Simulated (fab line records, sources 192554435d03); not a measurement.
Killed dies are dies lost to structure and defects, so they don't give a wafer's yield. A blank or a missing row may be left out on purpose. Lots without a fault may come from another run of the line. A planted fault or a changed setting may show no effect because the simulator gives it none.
A struck lot beside a sound one | flow n5_finfet | 15 steps out of a route of 1938
Sound: wafers L255.2, L255.4, L255.6. Struck: wafer L264.1. (L264.2, L264.6 of the same lot were not struck and are left out.) The cause comes at the end.
At each step with rows: each side's tool, then ch and its chambers, then its first start. Under that, the readings that differ: sound wafers | struck wafers | difference of the means | sigmas: that difference in standard deviations of wafers without a fault.
alike: readings whose means differ by less than 2 such deviations, and words and numbers that are the same on both sides. not compared: withheld readings, readings that some wafer has no value for, bounds like >300 that may hide the same value, and numbers for which the record gives no deviation and whose values overlap.
The two part at a step that has a row with sigmas, a row that says differs or no value, or rows on one side only. Numbers that don't overlap but have no deviation are shown without sigmas and don't part them. A reading that every wafer of one side lacks parts them only if that side has two wafers or more.

N5_HKMG_FIN_CMP_94: polishes, stops on SiNx, t overpolish 4.7 s, target thk 43.299 nm.
  sound on cmp-04 ch 0,1,2, day 6 14:40; struck on cmp-04 ch 2, day 8 18:44
  reading             | sound          | struck | difference | sigmas
  motor_current_A (A) | 12.3 10.7 14.3 | 15.3   | +2.9       | +2
N5_HKMG_FIN_INSPECT_28: inspects for defects (darkfield).
  sound on defect_inspect-02, day 6 14:53; struck on defect_inspect-01, day 8 18:58
  alike: raw_defect_count
N5_GATE_CUT_ETCHBACK_00: etches W in SF6/Cl2.
  sound on rie_metal-01 ch 1, day 6 14:55; struck on rie_metal-01 ch 0, day 8 18:59
  reading                     | sound       | struck | difference | sigmas
  drypump_motor_current_A (A) | 5.5 5.5 5.5 | 6.3    | +0.8       | +2
  alike: oes_product_au, throttle_valve_pct
  not compared: rf_hours_counter_h
N5_GATE_CUT_ETCH_56: etches TiN in Cl2/Ar, target depth 21.6 nm.
  sound on rie_metal-01 ch 1, day 6 15:02; struck on rie_metal-01 ch 0, day 8 19:07
  reading                     | sound       | struck | difference | sigmas
  drypump_motor_current_A (A) | 5.5 5.6 5.6 | 6.3    | +0.7       | +2
  alike: oes_product_au, throttle_valve_pct
  not compared: rf_hours_counter_h
then, 2 steps without rows for these wafers: N5_GATE_CUT_ETCHBACK_30 (etches TiN in Cl2/Ar, target depth 3 nm); N5_GATE_CUT_VAPOR_ETCH_60 (etches HfO2 in BCl3/Cl2).
N5_GATE_CUT_ETCH_58: etches SiNx in CH3F/O2, target depth 17 nm, time 128.6 s.
  sound on rie_diel-03 ch 0,2,3, day 6 15:13; struck on rie_diel-02 ch 1, day 8 19:26
  alike: drypump_motor_current_A, oes_product_au, rf_vpp_V, showerhead_plenum_p_Torr, throttle_valve_pct
  not compared: rf_hours_counter_h
then, 3 steps without rows for these wafers: N5_GATE_CUT_STRIP_59 (strips in N2/H2, time 20 s); N5_GATE_CUT_PRECLEAN_31 (cleans in DIW, time 300 s); N5_GATE_CUT_SRD_32 (time 30 s).
N5_GATE_CUT_SAC_CAP_01: material SiNx, target thk 24 nm, pulse time 1 s, ald cycles 480.
  sound on ald_sin-04 ch 0,2,3, day 6 15:32; struck on ald_sin-04 ch 1, day 8 19:53
  reading            | sound       | struck | difference | sigmas
  heater_power_w (W) | 839 911 849 | 998    | +132       | +2
  alike: precursor_pulse_height_rel
N5_GATE_CUT_PECVD_57: deposits SiNx from SiH4/NH3/N2, target thk 21 nm.
  sound on pecvd-01 ch 0,1, day 6 17:44; struck on pecvd-03 ch 0, day 8 22:05
  reading                                     | sound          | struck | difference | sigmas
  model.SiNx_of_GATE_CUT_PECVD_57.thk_nm (nm) | 21.4 21.8 21.6 | 27.8   | +6.2       |
  alike: heater_power_w, showerhead_plenum_p_Torr, throttle_valve_pct
then, 1 step without rows for these wafers: N5_GATE_CUT_CMP_02 (polishes, stops on SiO2, t overpolish 12.7 s, target thk 0 nm).
-- the record jumps here: 3 days lie between the struck wafers' starts before and after (it left off in module GATE_CUT and takes up again in module BEOL_M4, whose first step shown is number 1111 of the route) --
N5_BEOL_M4_RC_MEAS_101:
  sound on prober-02 ch 0, day 10 00:01; struck on prober-02 ch 0, day 11 23:56
  reading       | sound          | struck | difference | sigmas
  ION_N (uA/um) | 671 683 661    | 702    | +30        | +2
  ION_P (uA/um) | 449 458 445    | 479    | +28        | +3
  VT_N (mV)     | 254 252 256    | 244    | -10        | -2
  VT_P (mV)     | -257 -256 -257 | -247   | +10        | +3
  alike: DIBL_N, DIBL_P, IOFF_N, IOFF_P, SS_N, SS_P
-- the record jumps here: 4 days lie between the struck wafers' starts before and after (it left off in module BEOL_M4 and takes up again in module PASSIVATION, whose first step shown is number 1936 of the route) --
N5_PASSIVATION_PROBE_49:
  the record has rows for the struck wafers here (prober-01, day 16 10:59) and none for the sound ones

WHERE THEY PART
First at N5_HKMG_FIN_CMP_94; last, within this record, at N5_PASSIVATION_PROBE_49.

WHY: what the simulator had put in
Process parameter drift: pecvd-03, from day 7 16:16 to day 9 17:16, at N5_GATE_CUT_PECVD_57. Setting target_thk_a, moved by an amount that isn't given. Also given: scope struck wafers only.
